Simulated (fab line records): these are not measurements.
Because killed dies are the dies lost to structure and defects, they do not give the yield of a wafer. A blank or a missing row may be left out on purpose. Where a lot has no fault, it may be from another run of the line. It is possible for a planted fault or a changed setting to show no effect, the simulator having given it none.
Which tool is to blame?	flow n5-finfet	Sampling: 24 lots, 72 wafers, 4 of 1938 route steps

== WHAT THE GAUGES SHOWED, per wafer ==
N5_MIM_BOT_LITHO_INSPECT_12: inspects for defects (macro).
lot	measured	on	raw-defect-count
L074	day 12 19:35	defect-inspect-01	2 2 2
L076	day 13 00:44	defect-inspect-01	0 3 0
L075	day 13 05:11	defect-inspect-02	2 3 2
L077	day 13 09:41	defect-inspect-02	1 2 2
L078	day 13 10:54	defect-inspect-02	2 1 0
L079	day 13 16:48	defect-inspect-02	2 3 1
L080	day 14 01:42	defect-inspect-01	4 2 1
L083	day 14 07:04	defect-inspect-01	0 1 2
L081	day 14 12:38	defect-inspect-01	1 0 1
L082	day 14 13:11	defect-inspect-01	0 5 2
L086	day 14 17:11	defect-inspect-01	0 1 1
L084	day 14 17:43	defect-inspect-01	3 3 0
L087	day 15 17:58	defect-inspect-02	1 3 3
L088	day 15 18:32	defect-inspect-01	3 4 2
L089	day 15 22:59	defect-inspect-01	4 3 3
L085	day 16 01:53	defect-inspect-01	0 1 3
L090	day 16 02:03	defect-inspect-02	1 3 1
L091	day 16 06:17	defect-inspect-02	1 1 5
L092	day 16 18:08	defect-inspect-01	0 0 0
L094	day 17 11:56	defect-inspect-02	0 4 2
L093	day 17 11:58	defect-inspect-02	0 6 2
L097	day 18 03:32	defect-inspect-01	1 0 3
L095	day 18 03:41	defect-inspect-01	1 1 2
L096	day 18 09:30	defect-inspect-02	2 2 4

N5_PASSIVATION_CD_MEAS_30 targets a cd of 4000 nm.
lot	measured	on	cd-nm (nm)
L074	day 12 23:09	cd-sem-01	3999.2 3998.5 4000.9
L076	day 13 05:14	cd-sem-01	3998.2 3999.3 3999.4
L075	day 13 09:42	cd-sem-02	3997.7 3998.4 4000.6
L077	day 13 15:10	cd-sem-02	4000.4 4000.0 3999.3
L078	day 13 15:37	cd-sem-03	4001.3 3997.4 3997.0
L079	day 13 20:19	cd-sem-01	4000.7 4002.1 4000.8
L080	day 14 05:41	cd-sem-01	3999.7 4000.4 3998.2
L083	day 14 12:03	cd-sem-03	4000.5 3999.8 4001.2
L081	day 14 16:28	cd-sem-01	3999.8 4002.2 4000.5
L082	day 14 21:27	cd-sem-02	3998.7 3998.6 4000.1
L086	day 14 22:17	cd-sem-01	4001.0 4000.1 4000.4
L084	day 14 22:28	cd-sem-02	4000.3 3997.6 4000.1
L087	day 15 23:19	cd-sem-02	3998.5 3997.9 3999.1
L088	day 15 22:47	cd-sem-03	3999.0 3999.1 3999.9
L089	day 16 04:07	cd-sem-01	3999.1 4000.5 3999.6
L085	day 16 04:55	cd-sem-01	3999.4 4000.2 4003.2
L090	day 16 05:15	cd-sem-01	3997.7 4001.7 4000.2
L091	day 16 15:12	cd-sem-03	4001.0 3999.2 4001.6
L092	day 16 22:53	cd-sem-01	3999.7 3999.6 4000.2
L094	day 17 15:36	cd-sem-02	4001.7 4002.6 4002.9
L093	day 17 15:42	cd-sem-03	3998.9 4001.4 3998.8
L097	day 18 07:51	cd-sem-03	4001.9 4001.3 4001.3
L095	day 18 07:33	cd-sem-03	3998.8 4000.3 3998.8
L096	day 18 14:01	cd-sem-02	3997.1 3997.8 3996.9

== TOOL THAT RAN EACH LOT (tool first, then ch and the chambers of the sampled wafers, then the start) ==
lot	N5_PASSIVATION_VIA_ETCH_13	N5_PASSIVATION_AL_DEP_21
L074	rie-diel-06 ch 1,3, day 12 21:14	pvd-sputter-02, day 12 22:34
L076	rie-diel-04 ch 1,2,3, day 13 03:22	pvd-sputter-03, day 13 04:38
L075	rie-diel-03 ch 1,2, day 13 08:14	pvd-sputter-02, day 13 09:14
L077	rie-diel-03 ch 0,3, day 13 13:49	pvd-sputter-02, day 13 14:41
L078	rie-diel-06 ch 1,3, day 13 14:10	pvd-sputter-01, day 13 15:08
L079	rie-diel-04 ch 0,1,3, day 13 18:52	pvd-sputter-02, day 13 19:51
L080	rie-diel-03 ch 0,2, day 14 04:07	pvd-sputter-03, day 14 05:13
L083	rie-diel-06 ch 2,3, day 14 10:44	pvd-sputter-03, day 14 11:35
L081	rie-diel-06 ch 1,2,3, day 14 14:53	pvd-sputter-01, day 14 15:59
L082	rie-diel-04 ch 1,2, day 14 18:54	pvd-sputter-02, day 14 20:51
L086	rie-diel-04 ch 1,2,3, day 14 20:41	pvd-sputter-03, day 14 21:41
L084	rie-diel-03 ch 0,3, day 14 20:56	pvd-sputter-02, day 14 21:50
L087	rie-diel-06 ch 0,1,2, day 15 21:36	pvd-sputter-03, day 15 22:50
L088	rie-diel-04 ch 0,2, day 15 21:26	pvd-sputter-03, day 15 22:19
L089	rie-diel-04 ch 1,2, day 16 02:59	pvd-sputter-02, day 16 03:39
L085	rie-diel-06 ch 0,1,2, day 16 03:49	pvd-sputter-01, day 16 04:19
L090	rie-diel-03 ch 0,2,3, day 16 03:54	pvd-sputter-01, day 16 04:40
L091	rie-diel-03 ch 0,1, day 16 13:43	pvd-sputter-03, day 16 14:36
L092	rie-diel-04 ch 0,2,3, day 16 21:35	pvd-sputter-01, day 16 22:25
L094	rie-diel-06 ch 0,2,3, day 17 14:11	pvd-sputter-01, day 17 15:00
L093	rie-diel-03 ch 0,1,3, day 17 14:14	pvd-sputter-02, day 17 15:14
L097	rie-diel-04 ch 0,1,3, day 18 06:32	pvd-sputter-02, day 18 07:15
L095	rie-diel-03 ch 1,3, day 18 05:58	pvd-sputter-01, day 18 06:58
L096	rie-diel-04 ch 0,1,2, day 18 12:16	pvd-sputter-02, day 18 13:33
- N5_PASSIVATION_VIA_ETCH_13: etches SiO2 in CHF3/O2, target depth 660 nm, time 330 s.
- N5_PASSIVATION_AL_DEP_21: deposits Al, target thk 2800 nm, time 170 s.

== AS READ BY THE TOOLS THEMSELVES (means over the sampled wafers that have a number; for cases with no such wafer, the mark the record gives instead) ==
N5_PASSIVATION_VIA_ETCH_13.
lot	tool	drypump-motor-current-A (A)	etch-rf-on-time-s (s)	oes-product-au (a.u.)	rf-vpp-V (V)	showerhead-plenum-p-Torr (Torr)	throttle-valve-pct (%)
L074	rie-diel-06	6.1	233	0.65	530	2.30	18.97
L076	rie-diel-04	5.8	236	0.73	523	2.49	18.89
L075	rie-diel-03	5.7	240	0.68	530	2.40	18.93
L077	rie-diel-03	5.9	235	0.78	527	2.41	18.61
L078	rie-diel-06	6.1	234	0.64	529	2.29	18.98
L079	rie-diel-04	5.7	234	0.71	520	2.46	18.80
L080	rie-diel-03	5.4	233	0.81	529	2.45	18.57
L083	rie-diel-06	5.8	238	0.64	525	2.30	19.04
L081	rie-diel-06	5.9	237	0.63	526	2.30	19.01
L082	rie-diel-04	5.9	231	0.74	524	2.46	18.88
L086	rie-diel-04	5.8	233	0.72	523	2.48	18.90
L084	rie-diel-03	5.9	234	0.76	527	2.41	18.63
L087	rie-diel-06	5.6	235	0.71	528	2.35	19.15
L088	rie-diel-04	6.0	232	0.77	522	2.41	18.72
L089	rie-diel-04	5.9	235	0.72	524	2.46	18.91
L085	rie-diel-06	5.6	238	0.70	527	2.35	19.15
L090	rie-diel-03	5.8	233	0.74	528	2.40	18.77
L091	rie-diel-03	5.7	230	0.82	528	2.43	18.53
L092	rie-diel-04	5.8	234	0.74	520	2.43	18.73
L094	rie-diel-06	5.8	236	0.76	530	2.45	18.88
L093	rie-diel-03	6.0	238	0.77	528	2.38	18.71
L097	rie-diel-04	5.7	241	0.68	519	2.44	18.84
L095	rie-diel-03	6.4	235	0.74	526	2.33	18.90
L096	rie-diel-04	5.8	233	0.70	521	2.42	18.85

N5_PASSIVATION_AL_DEP_21.
lot	tool	throttle-valve-pct (%)
L074	pvd-sputter-02	30.8
L076	pvd-sputter-03	29.8
L075	pvd-sputter-02	30.5
L077	pvd-sputter-02	30.8
L078	pvd-sputter-01	31.2
L079	pvd-sputter-02	30.8
L080	pvd-sputter-03	28.6
L083	pvd-sputter-03	30.1
L081	pvd-sputter-01	29.9
L082	pvd-sputter-02	31.4
L086	pvd-sputter-03	29.8
L084	pvd-sputter-02	31.3
L087	pvd-sputter-03	29.5
L088	pvd-sputter-03	30.4
L089	pvd-sputter-02	31.7
L085	pvd-sputter-01	30.4
L090	pvd-sputter-01	29.6
L091	pvd-sputter-03	29.9
L092	pvd-sputter-01	29.8
L094	pvd-sputter-01	30.4
L093	pvd-sputter-02	31.7
L097	pvd-sputter-02	31.1
L095	pvd-sputter-01	31.1
L096	pvd-sputter-02	30.7

== THE ANSWER, worked out from the rows above alone ==
Rule: usual is defined by the lots themselves. Put in order of their means at a reading, lots are off if they are a third of the lots or fewer, leave a main group of 4 or more, and stand apart from it by a gap of 3 or more times the standard deviation of the main group's means; of several such gaps the widest counts. If all means in a main group match to the digits the tables above print for the reading, that group is not used. A lot without any number at a reading at which 4 lots or more have one is off too. The other lots that the step has rows for count as sound. Order of review: gauges by route order, followed by the tools' own readings, for which a lot's mean as printed above is used. The first step at which some lot is off is used, and at that step the reading that is off furthest; a lot without a number counts as furthest.
Across all readings shown, no lot is off: no conclusion can be drawn from this.

== WHAT THE SIMULATOR HAD PUT IN ==
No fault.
